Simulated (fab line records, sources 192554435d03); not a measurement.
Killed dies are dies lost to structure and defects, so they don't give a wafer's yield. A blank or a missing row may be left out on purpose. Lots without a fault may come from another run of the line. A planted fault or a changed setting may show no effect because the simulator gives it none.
fab line records | flow n5_finfet
record lots=5 wafers=15 last_day=17
route steps=1938 shown BEOL_M2@868 PASSIVATION@1936
lots that met no fault: from a run of the same line without faults
start_h: hours from the record's first day to the start of the lot's first wafer shown | wait_h: hours since the lot's step before | " the same as in the row above | L1.1+2: a row that stands for several wafers | - no value, or no start given | * or withheld: withheld | < > ~ a bound
route shown NAME@n: a module of which the file shows steps, and the number in the route of the first | usual: mean/standard deviation of fault-free wafers | same: alike in all rows | chamber/n: place in a boat | sites: the reading at each site | _std_site: their standard deviation | _edge_site: outer sites' mean less inner sites' | radius_mm: how far each site lies from the wafer's centre | mask NAME#n: copy n | behind: the tool/chamber that last shaped the wafer | hold: why the lot was held/for how many hours/how that ended | device: the transistor (n, p or np) that didn't switch | end of line: the same wafers' tests at the end of the route | a step without rows: its recipe alone | killed: dies lost to structure and defects at the first sort, not the wafer's yield | map: a wafer's dies, x killed, . not, _ none there
set.NAME: the setting as run; set.NAME@STEP: as run at that earlier step | model.NAME: the simulator's own value behind a step, which no gauge read
lots at some steps of the route; a table a step, a row a wafer
services: from which hour (start_h, from the record's first day; less than 0 if before it) a tool's chamber was out of use, for how many hours, and why
## steps
# step N5_BEOL_M2_COAT_68
# recipe resist=SiARC temp_c=220 time_s=60 spin_rpm=1500 resist_thk_nm=12
# step N5_BEOL_M2_COAT_76
# recipe resist=underlayer temp_c=205 time_s=60 spin_rpm=1500 resist_thk_nm=5
# step N5_BEOL_M2_COAT_22
# recipe resist=CAR-EUV spin_rpm=1500 resist_thk_nm=30
# step N5_BEOL_M2_EBR_24
# recipe solvent=PGMEA ebr_width_mm=1.5
# step N5_BEOL_M2_SOFTBAKE_23
# recipe temp_c=110 time_s=60 resist=CAR-EUV
# step N5_BEOL_M2_EXPOSE_25
# recipe mask_id=V1 na=0.33 source_shape=quasar sigma_inner=0.2 sigma_outer=0.8 polarization=unpolarized defocus_nm=5 dose_mj=63
# step N5_BEOL_M2_PEB_26
# recipe peb_temp_c=100 peb_time_s=60 resist=CAR-EUV
# step N5_BEOL_M2_DEVELOP_27
# recipe develop_time_s=30 developer=TMAH resist=CAR-EUV rinse_liquid=surfactant_rinse dry=air_spin dev_temp_c=23
# step N5_BEOL_M2_CD_MEAS_28
# recipe target_cd_nm=26.2 landing_energy_ev=500 detector=se_inlens target_cd_y_nm=24.1 polarity=opening
# usual cd_nm=26.11/0.23
# columns lot.wafer tool chamber start_h wait_h cd_nm
L921.1 cd_sem-01 0 133.34 - 25.86
L921.4 " 0 " " 26.29
L921.6 " 0 " " 26.45
L927.1 cd_sem-02 0 180.12 - 26.07
L927.2 " 0 " " 26.21
L927.4 " 0 " " 26.38
L929.2 cd_sem-01 0 183.06 - 26.52
L929.5 " 0 " " 26.47
L929.6 " 0 " " 25.98
L936.1 cd_sem-01 0 227.88 - 26.11
L936.4 " 0 " " 26.09
L936.6 " 0 " " 26.61
L940.2 cd_sem-03 0 262.26 - 25.99
L940.3 " 0 " " 26.15
L940.5 " 0 " " 25.93
# step N5_BEOL_M2_OVL_MEAS_29
# recipe points_per_wafer=522
# usual V1_OVL=-0.3/0.78
# columns lot.wafer tool chamber start_h wait_h V1_OVL[nm]
L921.1 overlay-01 0 133.37 0.0 -0.4
L921.4 " 0 " " -0.7
L921.6 " 0 " " 0.2
L927.1 overlay-01 0 180.16 0.0 -1.4
L927.2 " 0 " " 0.0
L927.4 " 0 " " 0.6
L929.2 overlay-01 0 183.09 0.0 0.0
L929.5 " 0 " " -0.4
L929.6 " 0 " " -0.7
L936.1 overlay-01 0 227.91 0.0 -0.7
L936.4 " 0 " " -0.1
L936.6 " 0 " " -0.3
L940.2 overlay-02 0 262.30 0.0 0.0
L940.3 " 0 " " -0.4
L940.5 " 0 " " -0.5
# step N5_BEOL_M2_INSPECT_30
# recipe mode=adi inspect_instrument=brightfield
# usual raw_defect_count=400/81
# columns lot.wafer tool chamber start_h wait_h raw_defect_count
L921.1 defect_inspect-01 - 133.43 0.1 376
L921.4 " - " " 398
L921.6 " - " " 556
L927.1 defect_inspect-01 - 180.21 0.1 467
L927.2 " - " " 306
L927.4 " - " " 417
L929.2 defect_inspect-02 - 183.14 0.0 497
L929.5 " - " " 330
L929.6 " - " " 403
L936.1 defect_inspect-01 - 227.97 0.1 375
L936.4 " - " " 336
L936.6 " - " " 423
L940.2 defect_inspect-01 - 262.35 0.0 303
L940.3 " - " " 362
L940.5 " - " " 266
# step N5_BEOL_M2_DESCUM_33
# recipe chemistry=O2 time_s=7 source_power_w=50 bias_power_w=20 pressure_mtorr=20 rf_frequency_hz=2.712e+07 temp_c=40 resist=CAR-EUV o2_flow_sccm=225
# step N5_BEOL_M2_ETCH_77
# recipe chemistry=N2/H2 target=underlayer target_depth_a=65 mask_material=CAR-EUV time_s=5.2 ion_energy_ev=200 pressure_mtorr=30 source_w=840 bias_w=150 n2_flow_sccm=200 h2_flow_sccm=200 ends=cleared
# usual chamber_pressure_mTorr=30.00/0.038 drypump_motor_current_A=5.7/0.42 etch_rf_on_time_s=5.21/0.18 oes_product_au=0.68/0.082 rf_vpp_V=524.5/2.6 showerhead_plenum_p_Torr=2.56/0.091 throttle_valve_pct=17.85/0.24
# columns lot.wafer tool chamber start_h wait_h chamber_pressure_mTorr drypump_motor_current_A etch_rf_on_time_s oes_product_au rf_hours_counter_h rf_vpp_V showerhead_plenum_p_Torr throttle_valve_pct
L921.1 rie_diel-03 1 133.50 0.0 30.06 5.2 5.39 0.76 8 524.3 2.59 17.44
L921.4 " 0 " " 29.95 5.9 5.22 0.58 242 523.6 2.49 18.33
L921.6 " 3 " " 29.98 5.8 4.89 0.64 - 523.4 2.52 17.93
L927.1 rie_diel-03 0 180.28 0.0 30.00 5.9 5.21 0.82 2 522.3 2.48 17.79
L927.2 " 3 " " 29.99 5.8 4.91 0.63 197 524.4 2.51 17.95
L927.4 " 3 " " 29.90 5.8 4.93 0.62 - 523.9 2.51 17.97
L929.2 rie_diel-04 2 183.21 0.0 30.05 5.9 5.26 0.59 253 525.3 2.61 17.85
L929.5 " 0 " " 29.96 5.7 5.21 0.62 - 521.8 2.40 18.09
L929.6 " 3 " " 30.03 6.4 5.41 0.73 - 528.4 2.71 17.85
L936.1 rie_diel-04 1 228.04 0.0 30.05 5.6 5.04 0.80 15 528.7 2.72 17.72
L936.4 " 3 " " 30.03 6.4 5.51 0.71 37 527.4 2.70 17.87
L936.6 " 2 " " 30.03 5.9 5.10 0.82 - 524.5 2.60 17.48
L940.2 rie_diel-03 2 262.91 0.0 30.05 4.8 5.13 0.76 20 524.2 2.61 17.42
L940.3 " 0 " " 30.02 5.9 5.21 0.76 29 522.8 2.47 17.86
L940.5 " 3 " " 30.02 5.8 4.96 0.59 - 524.4 2.50 18.03
# step N5_BEOL_M2_ETCH_69
# recipe chemistry=CF4 target=SiARC target_depth_a=156 mask_material=CAR-EUV time_s=26 ion_energy_ev=80 pressure_mtorr=40 source_w=545 bias_w=36 Ar_flow_sccm=100 cf4_flow_sccm=100 ends=cleared
# step N5_BEOL_M2_ALD_98
# recipe material=SiO2 target_thk_a=25 temp_c=100 ald_precursor_family=BDEAS ald_co_reactant=O2-plasma pulse_time_s=1 co_reactant_pulse_time_s=1 purge_time_s=2 co_reactant_purge_time_s=2 ald_cycles=17 pressure_torr=2
# step N5_BEOL_M2_ETCHBACK_99
# recipe chemistry=CHF3 target=SiO2 target_depth_a=50 time_s=10.4 source_w=215 bias_w=47 Ar_flow_sccm=200 CHF3_flow_sccm=12 ion_energy_ev=100 pressure_mtorr=30
# step N5_BEOL_M2_ETCH_70
# recipe chemistry=N2/H2 target=SOC target_depth_a=800 overetch_a=240 mask_material=SiARC temp_c=40 time_s=130 ion_energy_ev=200 pressure_mtorr=30 source_w=840 bias_w=150 n2_flow_sccm=200 h2_flow_sccm=200
# step N5_BEOL_M2_STRIP_71
# recipe chemistry=N2/H2 temp_c=40 n2_flow_sccm=200 h2_flow_sccm=200 rf_frequency_hz=6e+07
# step N5_BEOL_M2_STRIP_78
# recipe chemistry=N2/H2 temp_c=40 n2_flow_sccm=200 h2_flow_sccm=200 rf_frequency_hz=6e+07
# step N5_BEOL_M2_VIA_ETCH_34
# recipe chemistry=C4F6/O2 target_depth_a=694 mask_material=SOC pressure_mtorr=15 ion_energy_ev=250 taper_deg=4 time_s=65.9 source_w=350 bias_w=170 Ar_flow_sccm=300 C4F6_flow_sccm=10 O2_flow_sccm=10
# step N5_BEOL_M2_STRIP_83
# recipe chemistry=C4F6/O2 resist=SiARC rf_frequency_hz=6e+07
# step N5_BEOL_M2_STRIP_36
# recipe chemistry=N2/H2 power_w=450 temp_c=40 pressure_mtorr=20 rf_frequency_hz=6e+07 overash_fraction=0.3 bias_power_w=7 h2_frac=0.5 n2_flow_sccm=200 h2_flow_sccm=200
# step N5_BEOL_M2_TRENCH_ETCH_37
# recipe chemistry=C4F6/O2 target_depth_a=555.55 target=SiOC time_s=29.2 ion_energy_ev=250 pressure_mtorr=30 source_w=355 bias_w=185 Ar_flow_sccm=300 C4F6_flow_sccm=10 O2_flow_sccm=10
# usual chamber_pressure_mTorr=30.001/0.026 drypump_motor_current_A=5.7/0.43 mfc_ar_sccm=300.2/0.93 oes_product_au=0.80/0.099 rf_vpp_V=669/16 showerhead_plenum_p_Torr=2.87/0.1 throttle_valve_pct=20.88/0.28
# columns lot.wafer tool chamber start_h wait_h chamber_pressure_mTorr drypump_motor_current_A mfc_ar_sccm oes_product_au rf_hours_counter_h rf_vpp_V showerhead_plenum_p_Torr throttle_valve_pct
L921.1 rie_diel-03 0 - - 30.005 5.9 299.9 0.68 243 672 2.79 21.33
L921.4 " 1 " " 29.998 5.2 298.9 0.92 8 683 2.92 20.61
L921.6 " 1 " " 30.020 5.2 298.7 0.91 - 684 2.92 20.61
L927.1 rie_diel-05 2 - - 29.999 5.8 299.6 0.87 52 649 2.86 20.40
L927.2 " 0 " " 29.938 5.8 300.1 0.73 177 683 2.95 21.28
L927.4 " 3 " " 30.027 5.6 300.3 0.73 185 661 2.72 20.88
L929.2 rie_diel-04 2 - - 29.997 5.9 300.2 0.68 256 659 2.94 20.93
L929.5 " 0 " " 30.017 5.7 299.9 0.72 - 641 2.73 21.29
L929.6 " 2 " " 30.019 5.9 300.4 0.67 - 659 2.94 20.93
L936.1 rie_diel-03 0 - - 29.977 5.9 298.1 0.92 19 674 2.78 20.88
L936.4 " 2 " " 30.020 4.7 301.3 0.93 8 668 2.90 20.38
L936.6 " 2 " " 30.010 4.7 301.2 0.92 - 669 2.90 20.38
L940.2 rie_diel-03 3 - - 30.031 5.8 299.5 0.69 229 674 2.79 20.98
L940.3 " 0 " " 29.984 5.9 300.1 0.90 29 673 2.78 20.88
L940.5 " 3 " " 29.992 5.8 300.5 0.70 - 674 2.79 21.00
# step N5_BEOL_M2_ETCH_41
# recipe chemistry=CH3F/O2 target=SiCN target_depth_a=299 taper_deg=2 time_s=52.5 ion_energy_ev=120 mask_material=TiN pressure_mtorr=30 source_w=395 bias_w=75 Ar_flow_sccm=150 CH3F_flow_sccm=30 O2_flow_sccm=20
# step N5_BEOL_M2_STRIP_97
# recipe chemistry=N2/H2 time_s=10 power_w=450 temp_c=40 pressure_mtorr=20 rf_frequency_hz=6e+07 bias_power_w=7 n2_flow_sccm=200 h2_flow_sccm=200
# step N5_BEOL_M2_OCD_MEAS_38
# usual trench_depth_nm=55.6/1.1
# columns lot.wafer tool chamber start_h wait_h trench_depth_nm
L921.1 ocd-02 - 137.10 - 54.6
L921.4 " - " " 54.3
L921.6 " - " " 55.0
L927.1 ocd-02 - 181.00 - 57.3
L927.2 " - " " 55.7
L927.4 " - " " 55.3
L929.2 ocd-02 - 190.64 - 54.5
L929.5 " - " " 54.8
L929.6 " - " " 54.5
L936.1 ocd-01 - 232.14 - 55.7
L936.4 " - " " 56.3
L936.6 " - " " 55.8
L940.2 ocd-01 - 264.72 - 57.1
L940.3 " - " " 55.3
L940.5 " - " " 57.7
# step N5_BEOL_M2_HM_STRIP_39
# recipe chemistry=peroxide_tin_strip material=TiN target_depth_a=250 temp_c=50 time_s=158
# step N5_BEOL_M2_SRD_40
# recipe time_s=30 temp_c=23 rinse_liquid=diw dry=ipa_marangoni
# step N5_BEOL_M2_PRECLEAN_42
# recipe chemistry=residue_remover time_s=60 temp_c=40
# step N5_BEOL_M2_SRD_43
# recipe time_s=30 temp_c=23 rinse_liquid=diw dry=ipa_marangoni
# step N5_BEOL_M2_CD_MEAS_35
# recipe target_cd_nm=18 target_cd_y_nm=22.2 polarity=opening
# usual cd_nm=17.8/0.48
# columns lot.wafer tool chamber start_h wait_h cd_nm
L921.1 cd_sem-01 - 137.25 0.0 17.2
L921.4 " - " " 17.5
L921.6 " - " " 17.8
L927.1 cd_sem-03 - 181.15 0.0 17.8
L927.2 " - " " 18.2
L927.4 " - " " 17.9
L929.2 cd_sem-02 - 190.80 0.0 17.5
L929.5 " - " " 17.7
L929.6 " - " " 17.6
L936.1 cd_sem-01 - 232.29 0.0 18.3
L936.4 " - " " 18.2
L936.6 " - " " 18.3
L940.2 cd_sem-03 - 264.98 0.0 18.0
L940.3 " - " " 18.5
L940.5 " - " " 18.0
# step N5_BEOL_M2_DEGAS_44
# recipe ambient=vacuum temp_c=250 time_s=60
# step N5_BEOL_M2_PRE_CLEAN_45
# recipe gas=H2/He time_s=30 temp_c=250
# step N5_BEOL_M2_ALD_84
# recipe material=TaN target_thk_a=* temp_c=275 ald_precursor_family=PDMAT ald_co_reactant=NH3 pressure_torr=3 carrier_flow_sccm=1500 pulse_time_s=2 purge_time_s=3 co_reactant_purge_time_s=2 co_reactant_pulse_time_s=3 ald_cycles=30 precursor_vessel_temp_c=75 precursor_vessel_pressure_torr=26.25 precursor_vessel_carrier_sccm=1000
# usual heater_power_w=423/44 precursor_vessel_temp_c=75.01/0.14
# columns lot.wafer tool chamber start_h wait_h heater_power_w precursor_vessel_temp_c
L921.1 ald_metal-01 3 137.84 0.1 421 75.02
L921.4 " 0 " " 424 74.73
L921.6 " 3 " " 432 74.89
L927.1 ald_metal-01 0 182.05 0.1 418 74.78
L927.2 " 2 " " 431 74.76
L927.4 " 3 " " 428 74.96
L929.2 ald_metal-04 2 191.25 0.0 395 74.88
L929.5 " 3 " " 443 74.90
L929.6 " 2 " " 396 75.10
L936.1 ald_metal-01 3 232.72 0.1 429 75.00
L936.4 " 2 " " 437 74.95
L936.6 " 1 " " 441 74.88
L940.2 ald_metal-04 2 265.42 0.0 400 75.05
L940.3 " 3 " " 437 75.27
L940.5 " 1 " " 428 75.03
# step N5_BEOL_M2_SURFACE_TREAT_85
# recipe gas=Ar time_s=* ion_energy_ev=* ion_current_ma_cm2=0.5 pressure_mtorr=* ar_flow_sccm=30
# step N5_BEOL_M2_CVD_47
# recipe material=Co target_thk_a=30 temp_c=withheld precursor=CCTBA/H2 pressure_torr=30 time_s=223.8
# step N5_BEOL_M2_SPUTTER_48
# recipe material=Cu target_thk_a=45 temp_c=-20 chamber_pressure_pa=0.07 power_w=withheld time_s=8.29
# step N5_BEOL_M2_ANNEAL_49
# recipe temp_c=400 time_s=240 ambient=vacuum
# step N5_BEOL_M2_SPUTTER_79
# recipe material=Cu target_thk_a=45 temp_c=-20 chamber_pressure_pa=0.07 power_w=withheld time_s=8.29
# usual throttle_valve_pct=30.1/1.1
# columns lot.wafer tool chamber start_h wait_h throttle_valve_pct
L921.1 pvd_sputter-03 - 138.63 0.1 30.2
L921.4 " - " " 30.3
L921.6 " - " " 30.4
L927.1 pvd_sputter-03 - 182.80 0.1 30.8
L927.2 " - " " 30.2
L927.4 " - " " 30.4
L929.2 pvd_sputter-02 - 192.01 0.1 30.2
L929.5 " - " " 30.1
L929.6 " - " " 29.7
L936.1 pvd_sputter-02 - 233.58 0.1 30.6
L936.4 " - " " 30.5
L936.6 " - " " 30.6
L940.2 pvd_sputter-01 - 267.95 0.1 31.0
L940.3 " - " " 29.2
L940.5 " - " " 29.1
# step N5_BEOL_M2_ANNEAL_80
# recipe temp_c=400 time_s=240 ambient=vacuum
# usual heater_power_w=824/61
# columns lot.wafer tool chamber start_h wait_h heater_power_w
L921.1 pvd_sputter-03 - 138.71 0.0 727
L921.4 " - " " 791
L921.6 " - " " 824
L927.1 pvd_sputter-03 - 182.88 0.0 824
L927.2 " - " " 853
L927.4 " - " " 707
L929.2 pvd_sputter-02 - 192.09 0.0 850
L929.5 " - " " 820
L929.6 " - " " 802
L936.1 pvd_sputter-02 - 233.66 0.0 806
L936.4 " - " " 815
L936.6 " - " " 806
L940.2 pvd_sputter-01 - 268.03 0.0 773
L940.3 " - " " 784
L940.5 " - " " 779
# step N5_BEOL_M2_SPUTTER_81
# recipe material=Cu target_thk_a=45 temp_c=-20 chamber_pressure_pa=0.07 power_w=withheld time_s=8.29
# step N5_BEOL_M2_ANNEAL_82
# recipe temp_c=400 time_s=240 ambient=vacuum
# usual heater_power_w=822/63
# columns lot.wafer tool chamber start_h wait_h heater_power_w
L921.1 pvd_sputter-03 - 138.93 0.0 715
L921.4 " - " " 793
L921.6 " - " " 832
L927.1 pvd_sputter-03 - 183.10 0.0 838
L927.2 " - " " 822
L927.4 " - " " 719
L929.2 pvd_sputter-02 - 192.31 0.0 823
L929.5 " - " " 821
L929.6 " - " " 771
L936.1 pvd_sputter-02 - 233.88 0.0 814
L936.4 " - " " 818
L936.6 " - " " 831
L940.2 pvd_sputter-01 - 268.25 0.0 756
L940.3 " - " " 761
L940.5 " - " " 779
# step N5_PASSIVATION_PROBE_49
# usual defect_limited_yield=91.4/1.5 killed_at_M0_to_M3=34/9.7 killed_at_M4_up=14/5.7 killed_at_contacts=12/5.9 killed_at_front_end=37/10 killed_at_other=5/4.7 killed_dies=102/18 killed_on_rim=13/4.3 killed_open=65/12 killed_short=34/8.8 sort_bin_4_leakage=0.03/0.14 sort_bin_5_function=5.0/0.96 sort_bin_6_memory=3.3/0.7 sort_bin_8_speed=0.03/0.19 sort_n_pass=1077/18 sort_yield_pct=91.3/1.5
# same gross_dies=1180 killed_at_back_side=0
# columns lot.wafer tool chamber start_h wait_h defect_limited_yield[%] killed_at_M0_to_M3 killed_at_M4_up killed_at_contacts killed_at_front_end killed_at_other killed_dies killed_on_rim killed_open killed_short sort_bin_4_leakage[%] sort_bin_5_function[%] sort_bin_6_memory[%] sort_bin_8_speed[%] sort_n_pass sort_yield_pct[%]
L921.1 prober-01 - 265.45 0.0 90.3 29 17 15 37 17 115 14 74 41 0 5.3 4.2 0.08 1064 90.2
L921.4 prober-01 - 265.60 0.2 90.3 25 13 6 48 23 115 15 69 45 0 5.8 3.6 0 1065 90.3
L921.6 prober-01 - 265.70 0.3 90.5 47 23 4 28 10 112 7 82 30 0 4.8 4.3 0 1068 90.5
L929.2 prober-01 - 321.16 0.1 92.1 52 6 4 26 5 93 12 58 33 0 4.7 3.1 0 1087 92.1
L929.5 prober-01 - 321.31 0.2 94.0 25 15 3 26 2 71 5 46 25 0 4.1 1.7 1.69 1089 92.3
L929.6 prober-01 - 321.36 0.3 91.0 36 14 13 37 6 106 12 62 38 0 5.5 3.2 0.85 1064 90.2
L927.1 prober-02 - 325.45 0.0 93.5 21 10 12 25 9 77 8 54 22 0 3.5 2.6 0 1103 93.5
L927.2 prober-02 - 325.50 0.1 90.7 35 17 18 33 7 110 24 78 29 0 5.8 3.3 0 1070 90.7
L927.4 prober-02 - 325.60 0.2 92.0 24 17 17 33 3 94 14 65 23 0 4.8 3.1 0 1086 92.0
L936.1 prober-02 - 356.97 0.0 89.9 41 28 23 26 1 119 14 71 47 0 5.1 4.8 0 1061 89.9
L936.4 prober-02 - 357.12 0.2 84.4 121 27 7 28 1 184 27 82 28 0 9.6 4.8 0 996 84.4
L936.6 prober-02 - 357.22 0.3 89.6 51 24 21 27 0 123 15 83 39 0 5.9 4.3 0 1057 89.6
L940.2 prober-02 - 406.92 0.1 90.1 29 6 19 62 1 117 17 80 35 0.08 5.5 4.0 0 1062 90.0
L940.3 prober-02 - 406.97 0.1 93.0 29 10 14 23 7 83 7 61 19 0.08 4.8 2.1 0 1096 92.9
L940.5 prober-02 - 407.07 0.2 92.4 28 7 9 45 1 90 18 51 30 0 4.0 2.9 0 1090 92.4
# killed by level:class
L921.1 MOL_CONTACT_COAG:geometric_particle:open=11 BEOL_M4:geometric_particle:open=11 BEOL_M3:geometric_particle:open=9 BEOL_M0_SAQP:geometric_particle:short=8 STI_FIN_REVEAL:geometric_particle:open=7 MIM_TOP_ETCH:geometric_particle:open=6 GATE_CUT:geometric_particle:open=5 BEOL_M0:geometric_particle:open=5
L921.4 FIN_SAQP:geometric_particle:short=10 MIM_TOP_ETCH:geometric_particle:open=10 GATE_CUT:geometric_particle:short=8 MIM_TOP_ETCH:geometric_particle:short=8 BEOL_M3:geometric_particle:open=7 STI_FIN_REVEAL:geometric_particle:open=7 GATE_CUT:geometric_particle:open=7 BEOL_M0_SAQP:geometric_particle:open=6
L921.6 BEOL_M0_SAQP:geometric_particle:open=14 STI_FIN_REVEAL:geometric_particle:open=10 BEOL_M4:geometric_particle:open=10 BEOL_M0_SAQP:geometric_particle:short=8 BEOL_M2:geometric_particle:open=8 BEOL_M3:geometric_particle:open=7 BEOL_M1:geometric_particle:open=7 GATE_CUT:geometric_particle:short=5
L929.2 BEOL_M0_SAQP:geometric_particle:open=13 BEOL_M3:geometric_particle:open=12 BEOL_M0_SAQP:geometric_particle:short=12 FIN_SAQP:geometric_particle:short=5 FIN_SAQP:geometric_particle:open=4 STI_FIN_REVEAL:geometric_particle:open=4 MOL_CONTACT_COAG:geometric_particle:open=4 BEOL_M2:geometric_particle:open=4
L929.5 BEOL_M3:geometric_particle:open=8 BEOL_M2:geometric_particle:open=7 BEOL_M4:geometric_particle:open=7 FIN_SAQP:geometric_particle:short=6 GATE_CUT:geometric_particle:short=5 GATE_CUT:geometric_particle:open=4 ILD0:geometric_particle:short=3 BEOL_M0_SAQP:geometric_particle:short=3
L929.6 BEOL_M0_SAQP:geometric_particle:short=14 MOL_CONTACT_COAG:geometric_particle:open=11 FIN_SAQP:geometric_particle:open=7 GATE_CUT:geometric_particle:short=7 STI_FIN_REVEAL:geometric_particle:open=6 BEOL_M4:geometric_particle:open=6 BEOL_M0_SAQP:geometric_particle:open=6 GATE_CUT:geometric_particle:open=5
L927.1 MOL_CONTACT_COAG:geometric_particle:open=9 FIN_SAQP:geometric_particle:open=7 BEOL_M2:geometric_particle:open=7 FIN_SAQP:geometric_particle:short=4 BEOL_M0_SAQP:geometric_particle:open=4 MIM_TOP_ETCH:geometric_particle:short=4 BEOL_M4:geometric_particle:open=4 MIM_TOP_ETCH:geometric_particle:open=4
L927.2 MOL_CONTACT_COAG:geometric_particle:open=17 BEOL_M3:geometric_particle:open=10 FIN_SAQP:geometric_particle:open=9 BEOL_M2:geometric_particle:open=8 BEOL_M1:geometric_particle:open=7 FIN_SAQP:geometric_particle:short=5 STI_FIN_REVEAL:geometric_particle:open=5 BEOL_M3:geometric_particle:short=5
L927.4 MOL_CONTACT_COAG:geometric_particle:open=15 FIN_SAQP:geometric_particle:open=7 STI_FIN_REVEAL:geometric_particle:open=6 BEOL_M4:geometric_particle:open=6 FIN_SAQP:geometric_particle:short=5 BEOL_M2:geometric_particle:open=5 BEOL_M3:geometric_particle:open=5 BEOL_M0_SAQP:geometric_particle:short=4
L936.1 BEOL_M0_SAQP:geometric_particle:short=17 BEOL_M4:geometric_particle:open=17 MOL_CONTACT_COAG:geometric_particle:open=15 BEOL_M0_SAQP:geometric_particle:open=10 MOL_CONTACT_COAG:geometric_particle:short=8 FIN_SAQP:geometric_particle:open=7 BEOL_M3:geometric_particle:open=7 STI_FIN_REVEAL:geometric_particle:open=5
L936.4 BEOL_M2:unspecified=72 BEOL_M0_SAQP:geometric_particle:open=23 BEOL_M4:geometric_particle:open=16 BEOL_M0_SAQP:geometric_particle:short=9 FIN_SAQP:geometric_particle:open=7 MOL_CONTACT_COAG:geometric_particle:open=7 STI_FIN_REVEAL:geometric_particle:open=5 GATE_CUT:geometric_particle:open=5
L936.6 MOL_CONTACT_COAG:geometric_particle:open=17 BEOL_M0_SAQP:geometric_particle:open=14 BEOL_M4:geometric_particle:open=12 BEOL_M3:geometric_particle:open=11 BEOL_M0_SAQP:geometric_particle:short=10 BEOL_M1:geometric_particle:open=8 BEOL_M4:geometric_particle:short=5 FIN_SAQP:geometric_particle:open=4
L940.2 FIN_SAQP:geometric_particle:open=26 FIN_SAQP:geometric_particle:short=18 MOL_CONTACT_COAG:geometric_particle:open=16 BEOL_M3:geometric_particle:open=8 DUMMY_GATE:geometric_particle:open=5 BEOL_M0_SAQP:geometric_particle:short=5 BEOL_M2:geometric_particle:open=5 STI_FIN_REVEAL:geometric_particle:open=4
L940.3 MOL_CONTACT_COAG:geometric_particle:open=11 BEOL_M2:geometric_particle:open=9 FIN_SAQP:geometric_particle:short=7 BEOL_M3:geometric_particle:open=7 FIN_SAQP:geometric_particle:open=6 BEOL_M4:geometric_particle:open=4 GATE_CUT:geometric_particle:open=4 MOL_CONTACT_COAG:geometric_particle:short=3
L940.5 FIN_SAQP:geometric_particle:short=12 MOL_CONTACT_COAG:geometric_particle:open=8 FIN_SAQP:geometric_particle:open=6 BEOL_M2:geometric_particle:open=6 BEOL_M3:geometric_particle:open=6 STARTING-WAFER:geometric_particle:short=5 BEOL_M1:geometric_particle:open=5 HKMG_FIN:area_etch=5
# map L936.4 (x killed, . not)
_________________............________________
______________x.xx.........x...._____________
___________............x...........__________
__________.........................._________
________.x.x........x............x...._______
_______..........x....x..........x.....______
______.................................._____
_____...xx..............x................____
____...x..................................___
___.x.........................x............__
___.......x..........xx............x....x..__
__...x.............x.........x............x._
__........x.x.....x...........x........x.x.._
_.....x.................x..xx......xx........
_..x.x............x....x.................x.x.
_x.x.xx..........xx.x........x...............
_.........x.....x.......xx.........x....x....
_.......x......xx.......x.............x......
_....x............x............x...x......x..
_...x..........x...............xx.........x..
_x.................x....x....................
__...x.............x..x.........xx.....x...._
__.......x.x................x..x.x.x....x..._
___....x.xxxxxx.................x..........__
___...xxxxxx.xxx..x....x..........x........__
____xx.xxxxxxx.....x......................___
_____x.xxxxxxxxxx.x...x...x....x......x..____
______xxxxxxxxxx................x..x...._____
_______xxxxxxxxx.x..........x..........______
________xxxxxxx.x.........x..........x_______
__________xxxxx..x..............x..._________
___________xx.x..x..........x...x..__________
______________x..............x.._____________
_________________............________________
# map L929.6 (x killed, . not)
_________________......xx....________________
______________...xx....x........_____________
___________..........x.x...x.......__________
__________.x.....x.......x.........._________
________.................x.......x...x_______
_______xx.............x....x.x.........______
______..x...x...............xx.........._____
_____....x......x........................____
____.............................x.x.x...x___
___...............x....x.x........x........__
___.x...................................x..__
__.............x....x.....x...........x..x.._
__.x.................x...x.........x........_
_..............x..............x..............
_....x...x.x......x..........................
_x.x........x................................
_.....x.................x..............x.....
_..x.........x................x............x.
_.x..............x...x.x..........x..........
_............xx.....................x...x..x.
_....................xx................x.....
__....................x.........x..........._
__.......x....x....x.......xx..........x...._
___..........x.x.xx.........x..............__
___........x...............................__
____............x.............x..x....x...___
_____....................................____
______.....x.........x.x...............x_____
_______.....x.....x...........x........______
________......................x......._______
__________.........x.x.............._________
___________....x........x........x.__________
______________.........x........_____________
_________________...........x________________
## services
# columns tool chamber start_h hours kind
pvd_sputter-02 - 113.35 0.5 repair
ald_metal-04 2 114.12 3.2 repair
ald_metal-01 2 122.10 29.8 repair
rie_diel-04 2 135.25 10.1 repair
rie_diel-04 - 138.03 2.8 pm
ald_metal-01 - 151.00 6.0 pm
rie_diel-03 0 156.55 - clean
rie_diel-03 0 156.55 - consumable_replace:focus_ring
rie_diel-03 0 156.55 19.7 scheduled_down
rie_diel-03 0 156.55 19.7 vent_cycle
rie_diel-04 1 159.48 5.8 repair
rie_diel-04 1 165.39 - clean
rie_diel-04 1 165.39 - consumable_replace:focus_ring
rie_diel-04 1 165.39 - consumable_replace:showerhead
rie_diel-04 1 165.39 25.7 scheduled_down
ald_metal-04 - 173.15 2.8 pm
rie_diel-03 2 176.47 - clean
rie_diel-03 2 176.47 - consumable_replace:focus_ring
rie_diel-03 2 176.47 33.2 scheduled_down
rie_diel-03 2 176.47 33.2 vent_cycle
rie_diel-05 2 191.10 5.3 repair
rie_diel-03 0 217.95 9.6 repair
rie_diel-04 0 238.07 6.8 repair
ald_metal-04 0 266.12 24.0 repair
## key
first_sign step=N5_PASSIVATION_PROBE_49 reading=killed_at_M0_to_M3 direction=up sigmas=8.9 usual=34 struck=121
effect step=N5_PASSIVATION_PROBE_49 reading=killed_dies direction=up sigmas=4.7 usual=102 struck=184
more_kills_born_at N5_BEOL_M2_ETCH_77@rie_diel-04=72
met_at N5_BEOL_M2_ETCH_77
struck_wafers L936.4
onset_between 183.21 228.04
fault kind=chamber_particle_source tool=rie_diel-04 chamber=3 onset_h=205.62 steps=N5_BEOL_M2_ETCH_77 rate_per_visit_cm2=0.5416 end_h=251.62
